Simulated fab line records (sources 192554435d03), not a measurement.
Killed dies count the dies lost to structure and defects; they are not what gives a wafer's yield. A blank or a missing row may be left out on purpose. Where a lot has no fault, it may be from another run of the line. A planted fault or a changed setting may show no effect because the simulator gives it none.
Matching of chambers    flow n5-finfet    rie-diel-03 running N5_BEOL_M6_STRIP_36: 4 sister chambers
The step strips in N2/H2. 8 wafers are shown with their chamber, then 9 later ones without.

WAFERS, EACH WITH ITS CHAMBER
wafer   chamber  throttle-valve-pct (%)  showerhead-plenum-p-Torr (Torr)
L084.2  3        23.59                   2.47
L084.3  2        23.86                   2.43
L087.5  1        23.87                   2.59
L091.2  3        23.59                   2.46
L091.6  0        23.47                   2.43
L090.1  1        23.87                   2.58
L090.3  0        23.49                   2.43
L090.4  2        23.90                   2.42

WAFERS MISSING THEIR CHAMBER
wafer   throttle-valve-pct (%)  showerhead-plenum-p-Torr (Torr)
L094.3  23.49                   2.43
L094.4  23.87                   2.58
L094.5  23.88                   2.42
L096.1  23.89                   2.58
L096.2  23.89                   2.42
L096.5  23.61                   2.46
L097.1  23.91                   2.58
L097.2  23.92                   2.42
L097.5  23.94                   2.42

CHAMBER TAKEN BY EACH
wafer   from the rows above  in truth
L094.3  0                    0
L094.4  1                    1
L094.5  2                    2
L096.1  1                    1
L096.2  2                    2
L096.5  3                    3
L097.1  1                    1
L097.2  2                    2
L097.5  2                    2
Correctly placed: 9 of 9. Left unplaced by these rows: 0. Placed wrongly: 0.
How it was worked out, from the rows above alone: a wafer's distance from a chamber is the root of the sum, over the readings, of the square of ((its reading less the chamber's mean) divided by the reading's scatter). If the next closest chamber is less than 2 further off than the closest, the wafer can't be placed; otherwise it belongs to the closest. The mean given for a chamber averages the wafers shown for that chamber. The scatter: the root of (the sum of the squares of (reading less its chamber's mean) over the shown wafers, divided by (wafers less chambers)).
